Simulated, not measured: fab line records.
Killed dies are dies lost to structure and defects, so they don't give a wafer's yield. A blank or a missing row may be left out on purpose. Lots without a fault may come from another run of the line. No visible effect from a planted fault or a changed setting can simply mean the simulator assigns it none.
fab line records	flow nand_harc
record: lots: 7	wafers: 19	last_day: 32
route steps=1302 shown A_SGD_CUT@901 END@1302
lots untouched by any fault: they come from a run of this same line in which no faults occurred
start_h: hours from the record's first day to the start of the lot's first wafer shown	wait_h: time in hours since the lot's previous step	" same as the row above	L1.1+2: a row that stands for several wafers	- no value, or no start was given	* or withheld: withheld	< > ~ a bound
route shown NAME@n: names a module that has steps shown in the file, with the first one's number in the route	usual: the fault-free wafers' mean and standard deviation	same: alike in all rows	chamber/n: place in a boat	sites: per-site readings	_std_site: their standard deviation	_edge_site: outer sites' mean less inner sites'	radius_mm: how far each site lies from the wafer's centre	mask NAME#n: copy n	behind: the last tool/chamber to shape the wafer	hold: reason for holding the lot/hours on hold/outcome of the hold	device: transistor that didn't switch, given as n, p or np	end of line: at the end of the route, the tests of the same wafers	a step with no rows: only its recipe	killed: count of dies lost to structure and defects at first sort (not the wafer's yield)	map: a wafer's dies, x killed, . not, _ none there
set.NAME: the setting that was run; set.NAME@STEP: the one run at that earlier step	model.NAME: the simulator's own value behind a step, which no gauge read
lots at some steps of the route; a table a step, a row a wafer
services: from which hour (start_h, from the record's first day; less than 0 if before it) a tool's chamber was out of use, for how many hours, and why
== steps ==
step: NHARC_A_SGD_CUT_CD_MEAS_09
recipe: target_cd_nm: 100	landing_energy_ev: 500
usual: cd_nm: 99.8/0.54
lot.wafer	tool	chamber	start_h	wait_h	cd_nm
L245.2	cd_sem-02	0	435.11	-	99.6
L245.4	"	0	"	"	100.3
L245.5	"	0	"	"	100.8
L246.1	cd_sem-01	0	457.94	-	99.6
L246.5	"	0	"	"	100.2
L246.6	"	0	"	"	99.8
L256.1	cd_sem-02	0	545.12	-	100.2
L256.3	"	0	"	"	101.3
L256.4	"	0	"	"	100.6
L257.3	cd_sem-03	0	559.31	-	99.9
L257.5	"	0	"	"	99.5
L258.3	cd_sem-01	0	569.14	-	100.0
L258.5	"	0	"	"	99.5
L265.1	cd_sem-01	0	636.95	-	99.6
L265.3	"	0	"	"	99.3
L265.4	"	0	"	"	99.2
L267.2	cd_sem-01	0	651.51	-	100.4
L267.3	"	0	"	"	99.8
L267.4	"	0	"	"	99.6
step: NHARC_A_SGD_CUT_OVL_MEAS_10
usual: overlay_x_nm: 0.1/0.99	overlay_y_nm: 0.0/0.88
lot.wafer	tool	chamber	start_h	wait_h	overlay_x_nm	overlay_y_nm
L245.2	overlay-01	-	435.19	-	1.1	0.7
L245.4	"	-	"	"	1.0	-0.3
L245.5	"	-	"	"	0.8	0.4
L246.1	overlay-02	-	458.02	-	0.3	0.5
L246.5	"	-	"	"	0.2	1.0
L246.6	"	-	"	"	-0.4	0.2
L256.1	overlay-02	-	545.21	-	-1.4	-0.5
L256.3	"	-	"	"	-1.5	-1.3
L256.4	"	-	"	"	-1.9	-1.1
L257.3	overlay-02	-	559.39	-	0.6	-0.3
L257.5	"	-	"	"	0.6	-0.3
L258.3	overlay-01	-	569.23	-	-0.6	2.0
L258.5	"	-	"	"	-0.7	1.5
L265.1	overlay-02	-	637.03	-	0.3	-0.7
L265.3	"	-	"	"	-0.2	-0.6
L265.4	"	-	"	"	0.2	-0.2
L267.2	overlay-01	-	651.60	-	-0.5	0.3
L267.3	"	-	"	"	-1.1	0.0
L267.4	"	-	"	"	-0.5	0.4
step: NHARC_A_SGD_CUT_INSPECT_11
usual: raw_defect_count: 57/24
lot.wafer	tool	chamber	start_h	wait_h	raw_defect_count
L245.2	defect_inspect-02	-	435.23	0.0	60
L245.4	"	-	"	"	61
L245.5	"	-	"	"	49
L246.1	defect_inspect-02	-	458.06	0.0	99
L246.5	"	-	"	"	100
L246.6	"	-	"	"	114
L256.1	defect_inspect-02	-	545.25	0.0	37
L256.3	"	-	"	"	19
L256.4	"	-	"	"	25
L257.3	defect_inspect-02	-	559.43	0.0	80
L257.5	"	-	"	"	89
L258.3	defect_inspect-01	-	569.26	0.0	36
L258.5	"	-	"	"	28
L265.1	defect_inspect-02	-	637.07	0.0	56
L265.3	"	-	"	"	54
L265.4	"	-	"	"	58
L267.2	defect_inspect-02	-	651.63	0.0	27
L267.3	"	-	"	"	21
L267.4	"	-	"	"	28
step: NHARC_A_SGD_CUT_DESCUM_14
recipe: time_s: 3	o2_flow_sccm: 200	ar_flow_sccm: 0	bias_power_w: 0	chemistry: O2
usual: drypump_motor_current_A: 5.6/0.46	oes_product_au: 0.999/0.0061	rf_vpp_V: 57.9/0.89	showerhead_plenum_p_Torr: 1.93/0.085	throttle_valve_pct: 11.311/0.0089
lot.wafer	tool	chamber	start_h	wait_h	drypump_motor_current_A	oes_product_au	rf_hours_counter_h	rf_vpp_V	showerhead_plenum_p_Torr	throttle_valve_pct
L245.2	rie_diel-06	3	435.29	0.1	5.8	1.003	5	56.7	1.85	11.309
L245.4	"	2	"	"	5.0	0.991	9	57.3	2.02	11.311
L245.5	"	3	"	"	5.8	1.000	-	58.1	1.85	11.307
L246.1	rie_diel-06	2	458.15	0.1	5.0	0.990	10	58.1	2.02	11.321
L246.6	"	3	"	"	5.8	0.996	-	57.4	1.85	11.303
L246.5	"	0	"	"	5.3	1.000	-	58.6	1.92	11.311
L256.1	rie_diel-06	2	545.31	0.1	5.0	0.999	4	59.4	2.02	11.317
L256.3	"	3	"	"	5.7	1.009	4	57.2	1.85	11.308
L256.4	"	0	"	"	5.3	1.002	4	58.5	1.92	11.326
L257.3	rie_diel-06	2	559.49	0.1	5.0	0.995	5	58.6	2.02	11.297
L257.5	"	2	"	"	5.0	0.994	-	58.9	2.02	11.302
L258.3	rie_diel-08	1	569.32	0.1	6.1	0.999	0	57.9	1.95	11.323
L258.5	"	2	"	"	6.1	0.994	-	57.9	2.05	11.313
L265.1	rie_diel-06	1	637.13	0.1	5.6	0.996	12	59.1	1.96	11.298
L265.3	"	2	"	"	5.0	0.995	13	58.2	2.02	11.317
L265.4	"	3	"	"	5.7	0.994	14	58.8	1.85	11.306
L267.3	rie_diel-06	0	651.69	0.1	5.3	1.004	15	57.2	1.91	11.308
L267.2	"	1	"	"	5.6	1.009	14	57.4	1.96	11.297
L267.4	"	2	"	"	5.0	0.998	14	58.2	2.02	11.316
step: NHARC_A_SGD_CUT_ETCH_58
recipe: target_depth_a: 390	over_etch_frac: 0.3	time_s: 65	ion_energy_ev: 80	cf4_flow_sccm: 150	ar_flow_sccm: 0	rf_w: 300	bias_w: 100	chemistry: CF4
usual: drypump_motor_current_A: 5.6/0.45	oes_product_au: 0.999/0.0065	rf_vpp_V: 151.4/1.3	showerhead_plenum_p_Torr: 1.79/0.073	throttle_valve_pct: 13.283/0.0095
lot.wafer	tool	chamber	start_h	wait_h	drypump_motor_current_A	oes_product_au	rf_hours_counter_h	rf_vpp_V	showerhead_plenum_p_Torr	throttle_valve_pct
L245.4	rie_diel-06	1	435.37	0.1	5.6	0.992	9	151.6	1.81	13.275
L245.2	"	3	"	"	5.8	1.006	5	150.6	1.71	13.283
L245.5	"	2	"	"	5.0	0.999	-	153.4	1.86	13.271
L246.1	rie_diel-06	2	458.21	0.1	5.0	1.006	10	153.1	1.86	13.278
L246.6	"	1	"	"	5.6	1.017	-	151.7	1.81	13.270
L246.5	"	2	"	"	5.0	1.001	-	150.7	1.86	13.290
L256.3	rie_diel-06	0	545.39	0.1	5.3	1.010	4	151.1	1.77	13.295
L256.1	"	2	"	"	5.0	0.993	4	152.3	1.86	13.295
L256.4	"	3	"	"	5.8	0.999	4	148.9	1.71	13.284
L257.3	rie_diel-06	2	559.58	0.1	5.0	0.989	5	153.3	1.86	13.287
L257.5	"	2	"	"	5.0	1.003	-	153.3	1.86	13.284
L258.3	rie_diel-08	0	569.41	0.1	4.6	1.000	0	149.8	1.67	13.288
L258.5	"	0	"	"	4.6	0.996	-	150.1	1.67	13.279
L265.1	rie_diel-06	1	637.22	0.1	5.6	1.003	12	152.8	1.81	13.288
L265.4	"	3	"	"	5.8	1.010	14	151.0	1.71	13.290
L265.3	"	0	"	"	5.3	1.005	13	151.4	1.77	13.279
L267.4	rie_diel-06	0	651.78	0.1	5.3	0.996	15	150.1	1.77	13.285
L267.3	"	1	"	"	5.6	0.998	14	152.3	1.81	13.278
L267.2	"	2	"	"	5.0	0.991	14	151.8	1.86	13.280
step: NHARC_A_SGD_CUT_ETCH_59
recipe: target_depth_a: 2600	over_etch_frac: 0.25	time_s: 406.25	ion_energy_ev: 200	n2_flow_sccm: 150	h2_flow_sccm: 150	ar_flow_sccm: 0	rf_w: 400	bias_w: 150	chemistry: N2/H2
step: NHARC_A_SGD_CUT_ETCH_15
recipe: target_depth_a: 750	time_s: 64.3	ch3f_flow_sccm: 50	o2_flow_sccm: 30	ar_flow_sccm: 200	rf_w: 500	bias_w: 100	chemistry: CH3F/O2
usual: drypump_motor_current_A: 5.6/0.46	oes_product_au: 0.966/0.01	rf_vpp_V: 264.3/1.8	showerhead_plenum_p_Torr: 2.48/0.11	throttle_valve_pct: 20.662/0.0084
lot.wafer	tool	chamber	start_h	wait_h	drypump_motor_current_A	oes_product_au	rf_hours_counter_h	rf_vpp_V	showerhead_plenum_p_Torr	throttle_valve_pct
L245.4	rie_diel-06	2	-	-	5.0	0.981	9	265.3	2.60	20.658
L245.2	"	3	"	"	5.8	0.955	5	263.2	2.38	20.663
L245.5	"	2	"	"	5.0	0.975	-	265.4	2.60	20.663
L246.1	rie_diel-06	2	-	-	5.0	0.970	10	266.7	2.60	20.666
L246.6	"	0	"	"	5.3	0.963	-	265.1	2.47	20.662
L246.5	"	1	"	"	5.6	0.981	-	265.6	2.52	20.668
L256.3	rie_diel-06	0	-	-	5.3	0.961	5	264.3	2.46	20.688
L256.1	"	1	"	"	5.6	0.955	4	265.1	2.52	20.654
L256.4	"	2	"	"	5.0	0.943	4	265.5	2.59	20.668
L257.3	rie_diel-06	1	-	-	5.6	0.987	6	264.0	2.52	20.665
L257.5	"	2	"	"	5.0	0.969	-	265.4	2.59	20.664
L258.3	rie_diel-08	3	-	-	5.7	0.976	1	262.8	2.62	20.667
L258.5	"	0	"	"	4.6	0.962	-	261.1	2.31	20.661
L265.1	rie_diel-06	3	-	-	5.7	0.974	14	262.2	2.37	20.661
L265.3	"	0	"	"	5.3	0.978	13	263.7	2.46	20.647
L265.4	"	2	"	"	5.1	0.958	13	265.4	2.59	20.672
L267.3	rie_diel-06	2	-	-	5.0	0.967	15	267.0	2.59	20.671
L267.2	"	3	"	"	5.8	0.979	15	262.4	2.37	20.658
L267.4	"	0	"	"	5.3	0.955	15	263.5	2.46	20.668
step: NHARC_A_SGD_CUT_ETCH_16
recipe: target_depth_a: 3105	time_s: 155.2	c4f8_flow_sccm: withheld	o2_flow_sccm: 8	ar_flow_sccm: withheld	rf_w: 600	bias_w: 800	chemistry: C4F8/O2/Ar
usual: oes_product_au: 0.974/0.0092	rf_vpp_V: 724/4.5
lot.wafer	tool	chamber	start_h	wait_h	oes_product_au	rf_hours_counter_h	rf_vpp_V
L245.2	rie_diel-06	3	-	-	0.973	5	719
L245.4	"	1	"	"	0.985	9	724
L245.5	"	3	"	"	0.976	-	721
L246.1	rie_diel-06	3	-	-	0.972	7	721
L246.5	"	0	"	"	0.970	-	723
L246.6	"	1	"	"	0.987	-	725
L256.4	rie_diel-06	3	-	-	0.951	4	719
L256.3	"	0	"	"	0.963	5	723
L256.1	"	2	"	"	0.954	4	729
L257.3	rie_diel-06	2	-	-	0.973	6	727
L257.5	"	1	"	"	0.989	-	725
L258.3	rie_diel-08	3	-	-	0.983	1	731
L258.5	"	0	"	"	0.985	-	715
L265.3	rie_diel-06	2	-	-	0.963	13	728
L265.1	"	3	"	"	0.972	14	720
L265.4	"	1	"	"	0.962	12	726
L267.3	rie_diel-06	2	-	-	0.981	15	729
L267.4	"	3	"	"	0.990	15	720
L267.2	"	1	"	"	0.977	14	726
step: NHARC_A_SGD_CUT_STRIP_60
recipe: c4f8_flow_sccm: withheld	o2_flow_sccm: 8	ar_flow_sccm: withheld	bias_w: 0	chemistry: C4F8/O2/Ar
step: NHARC_A_SGD_CUT_STRIP_17
recipe: o2_flow_sccm: 500	ar_flow_sccm: 0	bias_w: 0	chemistry: O2
usual: drypump_motor_current_A: 5.6/0.47	oes_product_au: 1.000/0.0072	rf_vpp_V: 57.8/0.93	showerhead_plenum_p_Torr: 3.57/0.15	throttle_valve_pct: 17.037/0.0087
lot.wafer	tool	chamber	start_h	wait_h	drypump_motor_current_A	oes_product_au	rf_hours_counter_h	rf_vpp_V	showerhead_plenum_p_Torr	throttle_valve_pct
L245.4	rie_diel-06	1	-	-	5.6	1.010	9	58.4	3.61	17.039
L245.2	"	0	"	"	5.3	0.990	8	57.0	3.54	17.034
L245.5	"	1	"	"	5.6	1.006	-	57.2	3.61	17.043
L246.1	rie_diel-06	2	-	-	5.0	1.004	11	59.3	3.72	17.030
L246.6	"	3	"	"	5.8	0.998	-	57.4	3.42	17.027
L246.5	"	0	"	"	5.3	1.009	-	57.3	3.54	17.043
L256.3	rie_diel-06	2	-	-	5.0	0.987	4	57.2	3.72	17.031
L256.4	"	3	"	"	5.8	0.992	4	56.2	3.42	17.029
L256.1	"	0	"	"	5.3	1.000	5	57.6	3.53	17.054
L257.3	rie_diel-06	1	-	-	5.7	1.010	6	58.5	3.61	17.042
L257.5	"	2	"	"	5.1	1.008	-	58.4	3.71	17.046
L258.3	rie_diel-08	1	-	-	6.1	1.011	1	56.2	3.59	17.010
L258.5	"	2	"	"	6.1	1.000	-	58.9	3.76	17.035
L265.1	rie_diel-06	2	-	-	5.1	0.991	13	58.9	3.71	17.035
L265.4	"	0	"	"	5.3	1.006	13	58.1	3.53	17.040
L265.3	"	1	"	"	5.7	0.996	12	57.6	3.60	17.029
L267.2	rie_diel-06	0	-	-	5.3	0.991	15	56.9	3.53	17.035
L267.4	"	1	"	"	5.6	0.994	14	57.9	3.60	17.027
L267.3	"	3	"	"	5.8	0.995	15	56.8	3.41	17.048
step: NHARC_A_SGD_CUT_PRECLEAN_18
recipe: time_s: *	temp_c: 50	bath_age_min: 0	chemistry: SC1
step: NHARC_A_SGD_CUT_SRD_19
step: NHARC_A_SGD_CUT_DEP_20
recipe: target_thk_a: 1500	temp_c: 65	material: SiO2
lot.wafer	tool	chamber	start_h	wait_h
L245.2+4+5	fcvd-01	1	436.40	-
L246.1+6+5	fcvd-01	1,1,0	459.24	-
L256.1+3+4	fcvd-01	0,1,0	546.45	-
L257.3+5	fcvd-01	1,0	560.73	0.2
L258.3+5	fcvd-01	0	570.52	-
L265.1+4+3	fcvd-01	1,0,1	638.27	-
L267.2+3+4	fcvd-01	0,0,1	652.81	-
step: NHARC_A_SGD_CUT_ANNEAL_27
recipe: temp_c: 450	time_s: 1800
step: NHARC_A_SGD_CUT_CMP_21
recipe: target_thk_nm: 148.19
usual: motor_current_A: 11.5/0.86	retaining_ring_pressure_frac: 1.000/0.0054	time_to_endpoint_s: 49.4/2.7
lot.wafer	tool	chamber	start_h	wait_h	motor_current_A	retaining_ring_pressure_frac	time_to_endpoint_s
L245.4	cmp-01	1	441.08	0.4	13.1	1.006	46.6
L245.2	"	3	"	"	10.9	0.996	46.6
L245.5	"	1	"	"	12.4	1.008	47.7
L246.1	cmp-03	3	463.95	0.4	12.0	1.002	48.5
L246.6	"	1	"	"	11.4	1.002	49.6
L246.5	"	2	"	"	10.3	0.992	51.9
L256.3	cmp-03	3	551.04	0.4	10.9	1.004	74.9
L256.1	"	0	"	"	10.0	1.001	51.0
L256.4	"	1	"	"	12.0	1.000	48.9
L257.3	cmp-02	3	566.32	0.4	13.0	0.986	75.2
L257.5	"	1	"	"	12.2	0.999	46.8
L258.3	cmp-03	2	575.16	0.4	11.3	0.996	79.8
L258.5	"	3	"	"	11.5	0.996	50.8
L265.3	cmp-02	3	642.60	0.4	12.5	0.999	48.7
L265.1	"	0	"	"	10.8	1.003	48.2
L265.4	"	1	"	"	12.5	1.002	48.2
L267.4	cmp-01	1	657.88	0.4	12.4	1.009	53.3
L267.3	"	3	"	"	11.0	0.999	51.7
L267.2	"	0	"	"	12.0	1.009	52.1
step: NHARC_A_SGD_CUT_THK_MEAS_22
recipe: thk_meas_gauge: ellipsometry
usual: thk_nm: 148.1/1.5
lot.wafer	tool	chamber	start_h	wait_h	thk_nm
L245.2	film_metro-02	-	441.31	0.2	146.9
L245.4	"	-	"	"	148.4
L245.5	"	-	"	"	148.9
L246.1	film_metro-02	-	464.16	0.2	148.9
L246.5	"	-	"	"	146.8
L246.6	"	-	"	"	150.7
L256.1	film_metro-01	-	551.30	0.2	148.0
L256.3	"	-	"	"	144.9
L256.4	"	-	"	"	147.3
L257.3	film_metro-01	-	566.50	0.2	146.3
L257.5	"	-	"	"	147.5
L258.3	film_metro-02	-	575.34	0.2	148.8
L258.5	"	-	"	"	147.3
L265.1	film_metro-02	-	642.82	0.2	145.7
L265.3	"	-	"	"	149.1
L265.4	"	-	"	"	146.4
L267.2	film_metro-02	-	658.14	0.2	149.3
L267.3	"	-	"	"	146.8
L267.4	"	-	"	"	148.1
step: NHARC_END_SORT_01
recipe: temp_c: 25
usual: killed_at_array: 52/16	killed_at_other: 0.8/1.1	killed_at_periphery: 4.2/2.5	killed_dies: 57/16	killed_open: 3.4/2	killed_short: 2.6/1.6
same: gross_dies: 677
lot.wafer	tool	chamber	start_h	wait_h	killed_at_array	killed_at_other	killed_at_periphery	killed_dies	killed_open	killed_short
L245.2	prober-02	0	561.27	2.8	70	0	6	76	5	1
L245.4	prober-02	0	562.87	3.4	62	3	4	69	3	3
L245.5	prober-02	0	563.66	3.7	51	2	7	60	6	3
L246.1	prober-01	0	594.72	2.5	58	1	5	64	5	3
L246.5	prober-01	0	597.97	3.8	57	2	8	67	2	3
L246.6	prober-01	0	598.78	4.1	38	0	4	42	2	1
L256.1	prober-01	0	668.57	2.5	48	0	4	52	4	1
L256.3	prober-01	0	670.18	3.1	61	0	6	67	5	4
L256.4	prober-01	0	670.98	3.4	51	0	4	55	3	2
L258.3	prober-01	0	692.33	3.1	43	0	6	49	3	1
L258.5	prober-01	0	693.92	3.7	31	2	2	35	4	1
L257.3	prober-02	0	692.43	3.1	92	1	4	97	3	4
L257.5	prober-02	0	694.04	3.7	72	0	2	74	1	3
L265.1	prober-01	0	769.28	2.5	55	1	1	57	3	1
L265.3	prober-01	0	770.88	3.1	68	1	4	73	4	2
L265.4	prober-01	0	771.68	3.4	70	4	6	80	4	3
L267.2	prober-02	0	774.56	2.8	49	0	7	56	5	4
L267.3	prober-02	0	775.36	3.1	72	0	4	76	4	3
L267.4	prober-02	0	776.15	3.4	70	0	4	74	7	0
killed by level:class
L245.2 A_CHANNEL_HOLE_D2:chamber_film_flake=39 A_SLIT:chamber_film_flake=20 P_M2:chamber_film_flake=3 P_CONTACT:geometric_particle:open=2 A_WL_FILL:chamber_film_flake=2 A_CONTACT:chamber_film_flake=2 A_CHANNEL_HOLE_D1:geometric_particle:short=1 A_CHANNEL_FILL_D1:geometric_particle:open=1
L245.4 A_CHANNEL_HOLE_D2:chamber_film_flake=32 A_SLIT:chamber_film_flake=15 A_DECK1_JOINT:chamber_film_flake=4 P_M2:chamber_film_flake=3 A_WL_FILL:chamber_film_flake=3 A_CONTACT:chamber_film_flake=2 A_ONON_D1:geometric_particle:short=1 A_CHANNEL_HOLE_D1:geometric_particle:open=1
L245.5 A_CHANNEL_HOLE_D2:chamber_film_flake=19 A_SLIT:chamber_film_flake=18 P_M2:chamber_film_flake=5 A_CONTACT:chamber_film_flake=2 THIN_TSV:chamber_film_flake=2 P_CONTACT:geometric_particle:open=1 P_M2:geometric_particle:open=1 A_ONON_D1:geometric_particle:open=1
L246.1 A_CHANNEL_HOLE_D1:chamber_film_flake=26 A_CHANNEL_HOLE_D2:chamber_film_flake=20 P_GATE:chamber_film_flake=3 A_M0:geometric_particle:open=2 A_STAIRCASE:chamber_film_flake=2 P_M1:geometric_particle:open=1 A_ONON_D1:geometric_particle:short=1 A_CHANNEL_FILL_D1:geometric_particle:short=1
L246.5 A_CHANNEL_HOLE_D2:chamber_film_flake=26 A_CHANNEL_HOLE_D1:chamber_film_flake=22 P_GATE:chamber_film_flake=5 A_STAIRCASE:chamber_film_flake=3 P_CONTACT:geometric_particle:short=2 A_CONTACT:chamber_film_flake=2 A_BONDPAD:chamber_film_flake=2 THIN_TSV:chamber_film_flake=2
L246.6 A_CHANNEL_HOLE_D2:chamber_film_flake=14 A_CHANNEL_HOLE_D1:chamber_film_flake=12 A_WL_FILL:chamber_film_flake=4 A_CONTACT:chamber_film_flake=3 P_M0:chamber_film_flake=2 A_DECK1_JOINT:chamber_film_flake=2 P_M2:geometric_particle:open=1 A_CHANNEL_FILL_D1:geometric_particle:short=1
L256.1 A_SLIT:chamber_film_flake=16 A_CHANNEL_HOLE_D2:chamber_film_flake=10 A_CHANNEL_HOLE_D1:chamber_film_flake=7 A_STAIRCASE:chamber_film_flake=6 A_CONTACT:chamber_film_flake=3 P_GATE:chamber_film_flake=2 A_CHANNEL_HOLE_D1:geometric_particle:short=1 A_CHANNEL_FILL_D1:geometric_particle:open=1
L256.3 A_SLIT:chamber_film_flake=37 A_CHANNEL_HOLE_D2:chamber_film_flake=10 A_STAIRCASE:chamber_film_flake=3 A_WL_FILL:geometric_particle:open=2 P_CONTACT:chamber_film_flake=2 A_CONTACT:chamber_film_flake=2 P_GATE:geometric_particle:open=1 P_M1:geometric_particle:open=1
L256.4 A_SLIT:chamber_film_flake=29 A_CHANNEL_HOLE_D2:chamber_film_flake=7 A_CHANNEL_HOLE_D1:chamber_film_flake=6 A_STAIRCASE:chamber_film_flake=4 P_BONDPAD:chamber_film_flake=2 P_CONTACT:geometric_particle:short=1 P_M0:geometric_particle:open=1 A_ONON_D2:geometric_particle:short=1
L258.3 A_CHANNEL_HOLE_D2:chamber_film_flake=16 A_CONTACT:chamber_film_flake=10 A_CHANNEL_HOLE_D1:chamber_film_flake=7 A_SLIT:chamber_film_flake=4 P_ZERO_WELL:chamber_film_flake=3 A_STAIRCASE:chamber_film_flake=2 P_CONTACT:geometric_particle:open=1 P_M0:geometric_particle:open=1
L257.3 A_CHANNEL_HOLE_D1:chamber_film_flake=31 A_SLIT:chamber_film_flake=22 A_CHANNEL_HOLE_D2:chamber_film_flake=20 A_STAIRCASE:chamber_film_flake=5 A_CONTACT:chamber_film_flake=5 A_ONON_D1:geometric_particle:short=3 P_STI:chamber_film_flake=2 A_ZERO_WELL:chamber_film_flake=2
L258.5 A_CHANNEL_HOLE_D2:chamber_film_flake=15 A_CHANNEL_HOLE_D1:chamber_film_flake=3 A_CONTACT:chamber_film_flake=3 A_ONON_D1:geometric_particle:open=2 A_ZERO_WELL:chamber_film_flake=2 A_STAIRCASE:chamber_film_flake=2 A_ONON_D2:geometric_particle:short=1 A_CONTACT:geometric_particle:open=1
L257.5 A_SLIT:chamber_film_flake=29 A_CHANNEL_HOLE_D1:chamber_film_flake=22 A_CHANNEL_HOLE_D2:chamber_film_flake=12 A_CONTACT:chamber_film_flake=4 A_M0:geometric_particle:short=2 P_M0:geometric_particle:open=1 A_WL_FILL:geometric_particle:short=1 P_STI:chamber_film_flake=1
L265.1 A_SLIT:chamber_film_flake=21 A_CHANNEL_HOLE_D2:chamber_film_flake=16 A_CHANNEL_HOLE_D1:chamber_film_flake=5 A_CONTACT:chamber_film_flake=5 A_CHANNEL_FILL_D1:chamber_film_flake=2 A_CHANNEL_HOLE_D2:geometric_particle:open=1 P_ZERO_WELL:chamber_film_flake=1 A_SGD_CUT:geometric_particle:short=1
L265.3 A_SLIT:chamber_film_flake=24 A_CHANNEL_HOLE_D2:chamber_film_flake=20 A_CHANNEL_HOLE_D1:chamber_film_flake=11 A_CONTACT:chamber_film_flake=5 A_STAIRCASE:chamber_film_flake=3 A_M0:geometric_particle:open=2 P_GATE:chamber_film_flake=2 P_CONTACT:geometric_particle:open=1
L265.4 A_SLIT:chamber_film_flake=30 A_CHANNEL_HOLE_D2:chamber_film_flake=18 A_CHANNEL_HOLE_D1:chamber_film_flake=9 A_STAIRCASE:chamber_film_flake=3 A_CONTACT:chamber_film_flake=3 THIN_TSV:chamber_film_flake=3 P_CONTACT:geometric_particle:open=2 P_STI:chamber_film_flake=2
L267.2 A_SLIT:chamber_film_flake=22 A_CONTACT:chamber_film_flake=10 A_CHANNEL_HOLE_D1:chamber_film_flake=5 P_STI:chamber_film_flake=3 P_GATE:chamber_film_flake=2 P_GATE:geometric_particle:open=1 P_CONTACT:geometric_particle:open=1 A_ONON_D1:geometric_particle:open=1
L267.3 A_SLIT:chamber_film_flake=36 A_CONTACT:chamber_film_flake=18 A_CHANNEL_HOLE_D1:chamber_film_flake=9 P_STI:chamber_film_flake=2 A_CHANNEL_FILL_D1:chamber_film_flake=2 A_M0:chamber_film_flake=2 P_CONTACT:geometric_particle:open=1 P_M1:geometric_particle:short=1
L267.4 A_SLIT:chamber_film_flake=26 A_CHANNEL_HOLE_D1:chamber_film_flake=12 A_CONTACT:chamber_film_flake=11 A_CHANNEL_FILL_D1:chamber_film_flake=6 A_M0:chamber_film_flake=5 A_M0:geometric_particle:open=3 P_STI:chamber_film_flake=2 A_STAIRCASE:chamber_film_flake=2
== services ==
tool	chamber	start_h	hours	kind
cmp-01	-	417.64	1.4	repair
cmp-03	-	426.25	1.3	repair
rie_diel-08	0	432.52	5.6	repair
cmp-03	-	447.66	1.4	repair
cmp-03	-	456.08	4.0	pm
rie_diel-08	2	461.83	5.8	repair
fcvd-01	-	465.77	1.0	repair
cmp-01	-	479.50	4.0	pm
rie_diel-08	3	481.43	1.8	repair
fcvd-01	1	482.49	6.8	repair
rie_diel-06	-	484.29	9.0	pm
cmp-03	-	488.74	2.6	repair
cmp-01	-	490.56	1.0	repair
fcvd-01	-	491.25	0.9	repair
rie_diel-08	2	492.27	7.4	repair
rie_diel-08	0	496.68	19.6	repair
rie_diel-08	-	525.32	1.3	repair
rie_diel-08	-	544.80	9.0	pm
fcvd-01	-	547.00	13.0	pm
cmp-03	-	554.08	4.0	pm
rie_diel-08	2	590.32	64.0	repair
fcvd-01	0	602.74	7.5	repair
rie_diel-08	3	624.70	7.7	repair
cmp-03	-	652.08	4.0	pm
== key ==
first_sign: step: NHARC_A_SGD_CUT_CMP_21	reading: time_to_endpoint_s	direction: up	sigmas: 10	usual: *	struck: *
effect none on later readings
met_at NHARC_A_SGD_CUT_DEP_20
struck_wafers L256.3,L257.3,L258.3
tester_left_out L256,L257,L258
onset_between 459.24 546.45
fault: kind: process_parameter_drift	tool: fcvd-01	chamber: -	onset_h: 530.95	steps: NHARC_A_SGD_CUT_DEP_20	channel: target_thk_a	offset: *	shape: step	end_h: 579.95	scope: struck_wafers_only	acts_in: *	stated: *
tester_left_out: of these lots the tester's yield and bins aren't shown, on N5 and GAA mostly nor the transistor test; their killed dies are dies lost to structure and defects alone, not to doping, threshold or leakage, so they don't give the yield
